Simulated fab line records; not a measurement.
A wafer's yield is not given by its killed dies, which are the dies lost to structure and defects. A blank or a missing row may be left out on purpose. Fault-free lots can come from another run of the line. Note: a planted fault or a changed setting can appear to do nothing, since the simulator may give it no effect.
fab line records	flow nand_harc
record lots=24	wafers=72	last_day=35
route steps=1302 shown P_GATE@213 P_CONTACT@218 P_M0@268
lots that met no fault: taken from a fault-free run of the same line
start_h: start of the lot's first displayed wafer, in hours after the record's first day	wait_h: hours elapsed since this lot's preceding step	" identical to the entry in the row above	L1.1+2: several wafers, shown together as one row	- either no value or no given start	* or withheld: withheld	< > ~ a bound
route shown NAME@n: names a module that has steps shown in the file, with the first one's number in the route	usual: mean and standard deviation over wafers with no fault	same: alike in all rows	chamber/n: place in a boat	sites: readings site by site	_std_site: standard deviation of those values	_edge_site: the outer-site mean with the inner-site mean subtracted	radius_mm: how far each site lies from the wafer's centre	mask NAME#n: copy n	behind: tool/chamber where the wafer was last shaped	hold: cause of the lot's hold/its duration in hours/its outcome	device: whichever transistor did not switch (one of n, p or np)	end of line: the tests these same wafers got at the end of their route	a step given without rows: its recipe and nothing more	killed: not the wafer's yield, but the dies lost to structure and defects at the first sort	map: the dies of a wafer, with x for killed, . for not killed, _ for no die there
set.NAME: the setting as run; set.NAME@STEP: as run at that earlier step	model.NAME: the simulator's own value behind a step, which no gauge read
one table for each step of the route and one row for each wafer, over a sample of lots
services: a tool's chamber out of use, with start hour (start_h, from the record's first day; less than 0 if before it), hours out, and reason
## steps
# step NHARC_P_GATE_RTA_80
# recipe temp_c=300	time_s=30
# usual anneal_temp_c_max=301.1/0.43	lamp_power_pct=1.93/0.094	lamp_zone_7_pct=2.02/0.099	wafer_temp_C_max=301.7/0.44
lot.wafer	tool	chamber	start_h	wait_h	anneal_temp_c_max	lamp_power_pct	lamp_zone_7_pct	wafer_temp_C_max
L074.2	rtp_anneal-02	0	116.49	-	300.9	2.01	2.11	302.1
L074.3	"	0	"	"	300.8	2.01	2.11	302.2
L074.6	"	0	"	"	300.5	2.01	2.11	301.9
L075.1	rtp_anneal-02	0	122.76	-	301.0	2.02	2.11	301.4
L075.4	"	0	"	"	300.7	2.02	2.12	301.1
L075.5	"	0	"	"	300.3	2.02	2.11	301.6
L076.1	rtp_anneal-01	0	133.95	-	301.3	1.82	1.91	301.1
L076.3	"	0	"	"	301.1	1.83	1.91	301.6
L076.4	"	0	"	"	301.6	1.82	1.91	301.6
L077.3	rtp_anneal-01	0	148.10	-	300.9	1.82	1.91	302.0
L077.4	"	0	"	"	301.9	1.82	1.91	301.3
L077.6	"	0	"	"	301.4	1.82	1.91	301.8
L078.1	rtp_anneal-01	0	157.35	-	301.5	1.82	1.91	300.7
L078.4	"	0	"	"	301.5	1.82	1.91	301.1
L078.6	"	0	"	"	301.2	1.82	1.91	301.3
L079.1	rtp_anneal-01	0	164.22	-	301.2	1.82	1.91	302.0
L079.2	"	0	"	"	301.4	1.82	1.91	301.6
L079.4	"	0	"	"	301.0	1.82	1.91	301.6
L080.4	rtp_anneal-01	0	175.60	-	301.2	1.83	1.92	301.7
L080.5	"	0	"	"	301.5	1.82	1.91	301.1
L080.6	"	0	"	"	302.0	1.82	1.91	301.3
L081.2	rtp_anneal-02	0	189.42	-	301.1	2.02	2.12	301.4
L081.5	"	0	"	"	301.0	2.02	2.11	301.9
L081.6	"	0	"	"	300.7	2.01	2.11	301.4
L082.1	rtp_anneal-02	0	191.92	-	300.5	2.01	2.11	302.1
L082.2	"	0	"	"	300.6	2.01	2.11	301.7
L082.4	"	0	"	"	300.7	2.01	2.11	302.8
L083.2	rtp_anneal-01	0	204.47	-	301.6	1.82	1.91	301.3
L083.3	"	0	"	"	301.4	1.82	1.91	301.6
L083.4	"	0	"	"	301.2	1.82	1.91	301.8
L084.1	rtp_anneal-02	0	211.00	-	301.1	2.01	2.11	302.1
L084.3	"	0	"	"	301.5	2.01	2.11	301.8
L084.5	"	0	"	"	300.7	2.01	2.10	302.9
L085.2	rtp_anneal-02	0	228.63	-	300.9	2.02	2.12	301.9
L085.3	"	0	"	"	300.4	2.02	2.12	301.7
L085.6	"	0	"	"	300.2	2.02	2.12	301.6
L086.3	rtp_anneal-01	0	229.78	-	301.2	1.82	1.91	301.6
L086.4	"	0	"	"	301.5	1.82	1.91	301.6
L086.5	"	0	"	"	301.2	1.82	1.91	301.8
L087.2	rtp_anneal-01	0	248.18	-	301.5	1.82	1.91	302.1
L087.4	"	0	"	"	301.3	1.83	1.91	301.3
L087.5	"	0	"	"	300.9	1.83	1.92	302.0
L089.1	rtp_anneal-02	0	262.21	-	300.6	2.01	2.11	302.1
L089.2	"	0	"	"	300.5	2.01	2.11	302.2
L089.3	"	0	"	"	300.5	2.01	2.11	302.3
L088.1	rtp_anneal-01	0	263.00	-	301.6	1.82	1.91	301.1
L088.4	"	0	"	"	301.7	1.82	1.91	300.9
L088.5	"	0	"	"	301.5	1.82	1.91	301.3
L090.1	rtp_anneal-02	0	278.79	-	300.7	2.01	2.11	303.1
L090.5	"	0	"	"	300.9	2.01	2.11	302.5
L090.6	"	0	"	"	300.8	2.01	2.11	301.6
L091.3	rtp_anneal-02	0	283.83	-	300.7	2.01	2.10	301.6
L091.4	"	0	"	"	300.7	2.01	2.11	302.0
L091.6	"	0	"	"	300.6	2.01	2.11	301.5
L092.1	rtp_anneal-01	0	290.47	-	301.9	1.82	1.91	301.2
L092.3	"	0	"	"	302.0	1.82	1.91	301.6
L092.6	"	0	"	"	301.8	1.82	1.91	300.8
L093.3	rtp_anneal-02	0	309.47	-	300.8	2.02	2.12	301.8
L093.5	"	0	"	"	301.2	2.02	2.11	302.4
L093.6	"	0	"	"	300.8	2.01	2.12	302.1
L094.4	rtp_anneal-01	0	313.85	-	301.2	1.82	1.91	302.0
L094.5	"	0	"	"	301.5	1.82	1.91	301.7
L094.6	"	0	"	"	301.6	1.82	1.91	301.6
L095.1	rtp_anneal-02	0	321.98	-	300.8	2.01	2.10	301.6
L095.2	"	0	"	"	300.6	2.01	2.10	301.2
L095.5	"	0	"	"	300.8	2.01	2.11	301.8
L096.1	rtp_anneal-02	0	335.48	-	300.7	2.01	2.11	301.6
L096.2	"	0	"	"	301.0	2.01	2.11	301.9
L096.3	"	0	"	"	301.0	2.01	2.11	301.9
L097.2	rtp_anneal-02	0	353.89	-	300.8	2.02	2.11	302.2
L097.3	"	0	"	"	300.9	2.01	2.11	301.8
L097.5	"	0	"	"	300.5	2.01	2.11	302.0
# step NHARC_P_CONTACT_DEP_00
# recipe target_thk_a=5000	temp_c=400	pressure_torr=6.5	rf_w=900	teos_flow_sccm=161.4	flow_sccm=2650	target_thk_nm=500	gas=O2	material=SiO2
# usual heater_power_w=563/110	rf_fwd_power_W=897.9/2.5	throttle_valve_pct=16.1/0.47
lot.wafer	tool	chamber	start_h	wait_h	heater_power_w	rf_fwd_power_W	throttle_valve_pct
L074.3	pecvd-03	2	-	-	495	900.9	16.4
L074.2	"	0	"	"	475	895.1	15.6
L074.6	"	0	"	"	506	895.0	15.1
L075.1	pecvd-02	2	-	-	632	899.6	17.0
L075.5	"	0	"	"	762	895.8	16.1
L075.4	"	2	"	"	654	904.0	17.1
L076.3	pecvd-03	0	-	-	493	900.6	15.7
L076.1	"	1	"	"	559	901.7	15.7
L076.4	"	2	"	"	489	902.4	16.4
L077.3	pecvd-03	1	-	-	541	901.3	16.0
L077.6	"	1	"	"	581	901.8	15.9
L077.4	"	2	"	"	450	900.8	16.4
L078.1	pecvd-02	0	-	-	631	899.6	16.4
L078.6	"	0	"	"	679	898.4	16.2
L078.4	"	1	"	"	575	897.9	15.7
L079.2	pecvd-02	1	-	-	553	897.8	15.6
L079.1	"	0	"	"	715	898.2	16.1
L079.4	"	0	"	"	726	895.8	16.3
L080.6	pecvd-03	0	-	-	541	896.5	15.4
L080.4	"	1	"	"	584	895.8	15.9
L080.5	"	2	"	"	351	899.3	16.6
L081.2	pecvd-02	1	-	-	547	899.9	15.8
L081.5	"	1	"	"	576	899.1	15.8
L081.6	"	0	"	"	739	897.7	16.3
L082.1	pecvd-01	2	-	-	529	893.8	16.5
L082.2	"	0	"	"	802	897.9	15.7
L082.4	"	2	"	"	559	896.4	16.5
L083.3	pecvd-03	2	-	-	423	900.8	16.4
L083.2	"	0	"	"	499	895.2	15.6
L083.4	"	2	"	"	450	899.3	16.3
L084.1	pecvd-02	0	-	-	604	896.4	16.4
L084.3	"	2	"	"	642	896.5	17.5
L084.5	"	1	"	"	427	898.3	15.9
L085.2	pecvd-01	0	-	-	765	903.2	16.0
L085.3	"	1	"	"	566	898.3	16.0
L085.6	"	1	"	"	602	895.6	15.9
L086.3	pecvd-03	1	-	-	417	898.5	15.6
L086.5	"	1	"	"	461	898.7	15.6
L086.4	"	2	"	"	468	889.3	16.3
L087.2	pecvd-03	0	-	-	573	894.4	15.6
L087.4	"	1	"	"	522	895.0	15.6
L087.5	"	0	"	"	421	898.8	15.6
L089.2	pecvd-03	0	-	-	561	899.5	15.4
L089.1	"	1	"	"	464	895.6	15.8
L089.3	"	2	"	"	422	897.0	16.3
L088.1	pecvd-01	0	-	-	711	897.7	16.0
L088.4	"	1	"	"	714	898.2	15.6
L088.5	"	0	"	"	734	896.7	16.1
L090.1	pecvd-01	0	-	-	649	898.1	15.8
L090.6	"	1	"	"	595	898.9	15.6
L090.5	"	2	"	"	460	894.6	16.6
L091.3	pecvd-03	0	-	-	566	894.9	15.3
L091.6	"	1	"	"	414	900.7	16.0
L091.4	"	0	"	"	564	895.6	15.6
L092.3	pecvd-03	2	-	-	424	896.5	16.6
L092.1	"	0	"	"	512	900.6	15.7
L092.6	"	2	"	"	448	897.3	16.2
L093.3	pecvd-03	1	-	-	499	899.7	16.0
L093.6	"	1	"	"	532	900.3	15.8
L093.5	"	0	"	"	492	895.1	15.6
L094.4	pecvd-02	0	-	-	780	899.3	16.1
L094.6	"	1	"	"	509	900.1	15.6
L094.5	"	2	"	"	575	897.6	16.3
L095.2	pecvd-02	1	-	-	559	900.7	15.7
L095.1	"	2	"	"	609	896.1	16.2
L095.5	"	2	"	"	631	893.3	16.4
L096.2	pecvd-02	1	-	-	464	901.8	15.6
L096.3	"	2	"	"	637	898.4	16.4
L096.1	"	0	"	"	737	897.3	16.1
L097.3	pecvd-02	1	-	-	569	902.4	15.7
L097.2	"	0	"	"	793	899.9	16.2
L097.5	"	1	"	"	434	898.3	16.1
# step NHARC_P_CONTACT_ALD_22
# recipe target_thk_a=30	pulse_time_s=1	ald_cycles=150	temp_c=450	material=TiN
# usual heater_power_w=1147/130	precursor_pulse_height_rel=1.001/0.02
lot.wafer	tool	chamber	start_h	wait_h	heater_power_w	precursor_pulse_height_rel
L074.3	ald_metal-02	3	120.73	-	1308	1.030
L074.2	"	1	"	"	1057	1.008
L074.6	"	0	"	"	1173	1.017
L075.1	ald_metal-01	0	126.92	-	1169	1.002
L075.4	"	2	"	"	1190	1.003
L075.5	"	3	"	"	1225	1.023
L076.1	ald_metal-03	2	138.11	-	1361	1.017
L076.3	"	3	"	"	977	1.003
L076.4	"	0	"	"	1113	1.001
L077.4	ald_metal-02	0	152.36	-	1209	1.013
L077.3	"	1	"	"	1080	0.994
L077.6	"	2	"	"	1012	0.958
L078.4	ald_metal-03	3	161.64	-	1008	0.980
L078.1	"	2	"	"	1355	0.997
L078.6	"	0	"	"	1104	1.005
L079.2	ald_metal-02	2	168.48	-	998	0.961
L079.1	"	0	"	"	1189	0.971
L079.4	"	1	"	"	1041	0.994
L080.6	ald_metal-02	0	179.77	-	1197	1.013
L080.5	"	2	"	"	979	1.016
L080.4	"	3	"	"	1345	1.005
L081.2	ald_metal-03	3	194.09	-	992	1.034
L081.5	"	1	"	"	1123	1.004
L081.6	"	2	"	"	1352	0.997
L082.1	ald_metal-02	1	196.16	-	1048	1.002
L082.2	"	2	"	"	1002	1.021
L082.4	"	3	"	"	1350	0.978
L083.2	ald_metal-03	2	208.87	-	1366	1.002
L083.3	"	1	"	"	1090	1.013
L083.4	"	3	"	"	1010	1.002
L084.1	ald_metal-01	2	215.16	-	1129	0.992
L084.3	"	0	"	"	1114	0.982
L084.5	"	2	"	"	1110	1.001
L085.3	ald_metal-02	2	232.96	-	1014	0.994
L085.2	"	3	"	"	1336	1.057
L085.6	"	3	"	"	1315	0.995
L086.4	ald_metal-01	0	234.01	-	1137	1.020
L086.3	"	1	"	"	1029	0.981
L086.5	"	3	"	"	1273	1.015
L087.4	ald_metal-02	0	252.31	-	1186	0.944
L087.2	"	1	"	"	1041	1.001
L087.5	"	3	"	"	1342	1.001
L089.2	ald_metal-03	1	266.66	-	1090	0.999
L089.3	"	3	"	"	988	1.010
L089.1	"	0	"	"	1065	1.023
L088.1	ald_metal-02	1	267.27	-	1018	0.991
L088.4	"	2	"	"	1034	1.021
L088.5	"	1	"	"	1029	0.981
L090.1	ald_metal-03	1	282.95	-	1112	1.005
L090.6	"	1	"	"	1112	0.988
L090.5	"	2	"	"	1370	1.042
L091.3	ald_metal-01	2	287.94	-	1129	0.999
L091.4	"	3	"	"	1250	0.990
L091.6	"	2	"	"	1130	0.993
L092.3	ald_metal-03	1	294.74	-	1106	0.992
L092.1	"	0	"	"	1087	1.018
L092.6	"	1	"	"	1089	1.011
L093.3	ald_metal-01	0	313.74	-	1140	1.000
L093.5	"	2	"	"	1153	1.002
L093.6	"	3	"	"	1259	1.019
L094.6	ald_metal-01	2	317.99	-	1145	0.995
L094.5	"	3	"	"	1228	1.009
L094.4	"	0	"	"	1144	1.048
L095.2	ald_metal-02	0	326.19	-	1182	0.993
L095.1	"	1	"	"	1044	1.006
L095.5	"	1	"	"	1028	1.013
L096.1	ald_metal-03	2	339.65	-	1406	0.993
L096.3	"	3	"	"	979	1.000
L096.2	"	1	"	"	1105	1.010
L097.3	ald_metal-02	0	358.05	-	1171	1.005
L097.2	"	1	"	"	1050	1.011
L097.5	"	0	"	"	1152	1.002
# step NHARC_P_M0_ETCH_15
# recipe target_depth_a=1500	overetch_a=150	time_s=82.5	c4f8_flow_sccm=withheld	ar_flow_sccm=400	rf_w=600	bias_w=300	chemistry=C4F8/Ar
# usual oes_product_au=0.956/0.02	rf_fwd_power_W=595.9/2.6	rf_vpp_V=441.0/2.7
lot.wafer	tool	chamber	start_h	wait_h	oes_product_au	rf_fwd_power_W	rf_hours_counter_h	rf_vpp_V
L074.2	rie_diel-04	3	-	-	0.927	596.2	47	444.0
L074.3	"	1	"	"	0.962	598.1	36	437.4
L074.6	"	1	"	"	0.971	595.3	-	437.5
L075.1	rie_diel-01	0	-	-	0.967	597.5	18	442.1
L075.4	"	0	"	"	0.975	598.3	-	441.4
L075.5	"	2	"	"	0.961	599.0	-	444.1
L076.3	rie_diel-01	3	-	-	0.986	594.6	13	437.5
L076.4	"	0	"	"	0.974	598.3	19	440.6
L076.1	"	1	"	"	0.965	592.1	18	442.9
L077.3	rie_diel-04	0	-	-	0.940	595.3	54	436.9
L077.4	"	2	"	"	0.916	596.4	43	440.8
L077.6	"	0	"	"	0.929	596.9	-	436.9
L078.1	rie_diel-07	3	-	-	0.973	593.9	9	439.4
L078.4	"	1	"	"	0.972	597.3	8	440.2
L078.6	"	3	"	"	0.967	591.3	-	439.6
L079.2	rie_diel-07	0	-	-	0.960	595.4	12	445.2
L079.4	"	1	"	"	0.962	599.1	10	440.2
L079.1	"	2	"	"	0.963	592.3	11	441.2
L080.4	rie_diel-01	3	-	-	0.970	589.1	20	438.3
L080.6	"	3	"	"	0.972	589.5	-	438.0
L080.5	"	0	"	"	0.974	599.4	-	441.0
L081.2	rie_diel-04	3	-	-	0.967	595.3	1	442.1
L081.5	"	0	"	"	0.979	592.8	-	446.0
L081.6	"	1	"	"	0.974	599.1	-	437.1
L082.4	rie_diel-01	0	-	-	0.979	596.2	30	439.5
L082.1	"	2	"	"	0.966	595.3	27	444.0
L082.2	"	3	"	"	0.970	590.7	23	436.7
L083.3	rie_diel-04	1	-	-	0.960	592.6	6	435.9
L083.4	"	2	"	"	0.981	596.4	4	439.3
L083.2	"	3	"	"	0.968	597.6	5	444.8
L084.1	rie_diel-01	3	-	-	0.974	594.9	2	438.7
L084.3	"	2	"	"	0.966	596.7	1	443.9
L084.5	"	0	"	"	0.980	600.6	-	440.4
L085.2	rie_diel-04	3	-	-	0.967	592.6	17	442.6
L085.3	"	2	"	"	0.969	594.4	14	439.5
L085.6	"	2	"	"	0.957	596.5	-	438.8
L086.3	rie_diel-07	2	-	-	0.921	592.8	34	440.4
L086.4	"	0	"	"	0.928	594.8	34	444.6
L086.5	"	2	"	"	0.922	593.4	-	442.2
L087.4	rie_diel-01	0	-	-	0.965	601.0	10	441.2
L087.2	"	2	"	"	0.973	596.6	9	444.9
L087.5	"	0	"	"	0.967	599.9	-	440.8
L089.3	rie_diel-01	3	-	-	0.932	592.3	11	437.6
L089.2	"	0	"	"	0.927	598.8	10	440.2
L089.1	"	2	"	"	0.928	596.5	10	445.1
L088.1	rie_diel-01	1	-	-	0.949	592.4	10	442.0
L088.4	"	2	"	"	0.955	599.8	10	444.1
L088.5	"	1	"	"	0.951	594.0	-	442.3
L090.1	rie_diel-01	2	-	-	0.959	598.6	13	443.5
L090.6	"	0	"	"	0.964	597.8	-	440.2
L090.5	"	1	"	"	0.983	593.2	-	441.3
L091.3	rie_diel-04	3	-	-	0.924	598.5	36	443.4
L091.4	"	0	"	"	0.913	593.0	35	445.7
L091.6	"	3	"	"	0.928	595.9	-	443.1
L092.3	rie_diel-04	0	-	-	0.938	592.4	38	444.5
L092.1	"	2	"	"	0.925	594.7	33	441.6
L092.6	"	3	"	"	0.929	595.6	-	440.6
L093.3	rie_diel-04	3	-	-	0.944	595.9	47	442.3
L093.6	"	0	"	"	0.927	592.0	-	445.3
L093.5	"	1	"	"	0.925	594.7	-	437.7
L094.4	rie_diel-01	2	-	-	0.972	598.8	21	443.7
L094.6	"	0	"	"	0.970	599.0	-	440.9
L094.5	"	1	"	"	0.958	594.3	-	442.9
L095.1	rie_diel-04	2	-	-	0.969	597.8	45	439.0
L095.2	"	1	"	"	0.970	595.6	44	436.7
L095.5	"	1	"	"	0.965	597.7	-	437.3
L096.1	rie_diel-01	2	-	-	0.944	599.2	26	442.9
L096.2	"	3	"	"	0.951	594.7	25	437.6
L096.3	"	0	"	"	0.937	598.1	25	441.4
L097.3	rie_diel-01	1	-	-	0.931	597.8	25	441.3
L097.2	"	3	"	"	0.938	599.4	28	438.2
L097.5	"	0	"	"	0.934	596.2	-	440.5
# step NHARC_P_M0_DEGAS_28
# recipe temp_c=250	time_s=60
# usual heater_power_w=325/25
lot.wafer	tool	chamber	start_h	wait_h	heater_power_w
L074.2	pvd_sputter-01	-	124.67	-	353
L074.3	"	-	"	"	331
L074.6	"	-	"	"	357
L075.4	pvd_sputter-01	-	130.21	-	355
L075.1	"	-	"	"	356
L075.5	"	-	"	"	312
L076.4	pvd_sputter-01	-	145.24	-	356
L076.1	"	-	"	"	317
L076.3	"	-	"	"	320
L077.4	pvd_sputter-02	-	155.44	-	281
L077.3	"	-	"	"	317
L077.6	"	-	"	"	276
L078.1	pvd_sputter-01	-	164.77	-	317
L078.4	"	-	"	"	343
L078.6	"	-	"	"	318
L079.2	pvd_sputter-01	-	171.74	-	345
L079.1	"	-	"	"	316
L079.4	"	-	"	"	344
L080.4	pvd_sputter-01	-	183.01	-	353
L080.6	"	-	"	"	343
L080.5	"	-	"	"	325
L081.2	pvd_sputter-01	-	199.41	-	327
L081.6	"	-	"	"	318
L081.5	"	-	"	"	336
L082.2	pvd_sputter-03	-	199.46	-	297
L082.4	"	-	"	"	364
L082.1	"	-	"	"	285
L083.3	pvd_sputter-03	-	212.08	-	290
L083.2	"	-	"	"	323
L083.4	"	-	"	"	294
L084.3	pvd_sputter-03	-	218.32	-	321
L084.1	"	-	"	"	283
L084.5	"	-	"	"	331
L085.3	pvd_sputter-01	-	236.29	-	296
L085.2	"	-	"	"	337
L085.6	"	-	"	"	303
L086.4	pvd_sputter-02	-	237.31	-	339
L086.3	"	-	"	"	281
L086.5	"	-	"	"	339
L087.2	pvd_sputter-03	-	255.66	-	294
L087.4	"	-	"	"	366
L087.5	"	-	"	"	298
L089.1	pvd_sputter-03	-	269.96	-	284
L089.3	"	-	"	"	327
L089.2	"	-	"	"	294
L088.4	pvd_sputter-02	-	270.40	-	326
L088.1	"	-	"	"	372
L088.5	"	-	"	"	324
L090.1	pvd_sputter-01	-	286.16	-	309
L090.5	"	-	"	"	344
L090.6	"	-	"	"	319
L091.4	pvd_sputter-01	-	291.32	-	325
L091.3	"	-	"	"	294
L091.6	"	-	"	"	317
L092.1	pvd_sputter-01	-	298.27	-	298
L092.3	"	-	"	"	329
L092.6	"	-	"	"	308
L093.3	pvd_sputter-02	-	316.98	-	365
L093.6	"	-	"	"	320
L093.5	"	-	"	"	360
L094.4	pvd_sputter-02	-	321.30	-	283
L094.5	"	-	"	"	330
L094.6	"	-	"	"	374
L095.2	pvd_sputter-02	-	330.01	-	279
L095.1	"	-	"	"	353
L095.5	"	-	"	"	284
L096.1	pvd_sputter-03	-	343.48	-	325
L096.3	"	-	"	"	365
L096.2	"	-	"	"	287
L097.2	pvd_sputter-01	-	361.47	-	294
L097.3	"	-	"	"	341
L097.5	"	-	"	"	331
# step NHARC_P_M0_PVD_21
# recipe target_thk_a=300	chamber_pressure_pa=5	power_w=5000	substrate_temp_c=30	time_s=20.49	material=Cu
# usual throttle_valve_pct=29.9/1.1
lot.wafer	tool	chamber	start_h	wait_h	throttle_valve_pct
L074.2	pvd_sputter-01	-	-	-	30.3
L074.3	"	-	"	"	30.2
L074.6	"	-	"	"	30.1
L075.1	pvd_sputter-01	-	-	-	30.5
L075.4	"	-	"	"	29.8
L075.5	"	-	"	"	28.5
L076.3	pvd_sputter-01	-	-	-	28.5
L076.4	"	-	"	"	30.2
L076.1	"	-	"	"	30.2
L077.4	pvd_sputter-02	-	-	-	30.8
L077.3	"	-	"	"	29.1
L077.6	"	-	"	"	30.5
L078.4	pvd_sputter-01	-	-	-	29.9
L078.1	"	-	"	"	28.6
L078.6	"	-	"	"	28.4
L079.4	pvd_sputter-01	-	-	-	30.1
L079.1	"	-	"	"	29.9
L079.2	"	-	"	"	28.3
L080.4	pvd_sputter-01	-	-	-	30.3
L080.5	"	-	"	"	30.3
L080.6	"	-	"	"	29.8
L081.2	pvd_sputter-01	-	-	-	30.1
L081.6	"	-	"	"	30.2
L081.5	"	-	"	"	29.8
L082.1	pvd_sputter-03	-	-	-	27.9
L082.4	"	-	"	"	31.6
L082.2	"	-	"	"	29.7
L083.2	pvd_sputter-03	-	-	-	31.6
L083.4	"	-	"	"	31.3
L083.3	"	-	"	"	29.6
L084.3	pvd_sputter-03	-	-	-	31.9
L084.1	"	-	"	"	27.8
L084.5	"	-	"	"	31.9
L085.2	pvd_sputter-01	-	-	-	29.8
L085.3	"	-	"	"	30.3
L085.6	"	-	"	"	28.5
L086.3	pvd_sputter-02	-	-	-	30.5
L086.4	"	-	"	"	29.7
L086.5	"	-	"	"	31.2
L087.2	pvd_sputter-03	-	-	-	31.6
L087.4	"	-	"	"	29.7
L087.5	"	-	"	"	31.7
L089.1	pvd_sputter-03	-	-	-	27.8
L089.2	"	-	"	"	31.9
L089.3	"	-	"	"	31.5
L088.4	pvd_sputter-02	-	-	-	28.7
L088.1	"	-	"	"	30.4
L088.5	"	-	"	"	29.6
L090.1	pvd_sputter-01	-	-	-	29.8
L090.6	"	-	"	"	28.5
L090.5	"	-	"	"	30.1
L091.3	pvd_sputter-01	-	-	-	28.8
L091.4	"	-	"	"	29.7
L091.6	"	-	"	"	30.3
L092.3	pvd_sputter-01	-	-	-	29.9
L092.1	"	-	"	"	30.1
L092.6	"	-	"	"	29.9
L093.3	pvd_sputter-02	-	-	-	30.9
L093.6	"	-	"	"	28.5
L093.5	"	-	"	"	30.0
L094.4	pvd_sputter-02	-	-	-	28.5
L094.6	"	-	"	"	28.9
L094.5	"	-	"	"	29.8
L095.1	pvd_sputter-02	-	-	-	29.8
L095.2	"	-	"	"	31.0
L095.5	"	-	"	"	28.7
L096.2	pvd_sputter-03	-	-	-	29.5
L096.1	"	-	"	"	27.7
L096.3	"	-	"	"	31.3
L097.3	pvd_sputter-01	-	-	-	30.2
L097.2	"	-	"	"	30.1
L097.5	"	-	"	"	30.3
## services
tool	chamber	start_h	hours	kind
rie_diel-01	3	99.43	5.4	repair
pvd_sputter-02	-	104.06	10.0	pm
rie_diel-04	2	107.88	25.7	repair
rie_diel-01	0	114.73	3.2	repair
pvd_sputter-03	-	119.46	2.5	repair
rie_diel-01	3	123.58	11.7	repair
pvd_sputter-02	-	141.91	3.6	repair
pvd_sputter-03	-	170.06	10.0	pm
ald_metal-02	1	174.46	8.2	repair
pecvd-03	2	182.11	6.1	repair
pecvd-03	-	186.02	13.0	pm
pvd_sputter-01	-	202.15	8.3	repair
rie_diel-01	-	204.11	9.0	pm
ald_metal-02	-	224.73	0.3	repair
pvd_sputter-01	-	226.04	10.0	pm
pvd_sputter-01	-	243.21	0.9	repair
rie_diel-01	0	246.85	6.9	repair
ald_metal-02	-	254.00	10.0	pm
pvd_sputter-02	-	282.06	10.0	pm
rie_diel-01	0	285.46	4.9	repair
rie_diel-01	3	294.53	9.9	repair
rie_diel-01	1	332.95	14.2	repair
ald_metal-02	0	340.12	6.5	repair
pvd_sputter-03	-	348.06	10.0	pm
## key
fault none
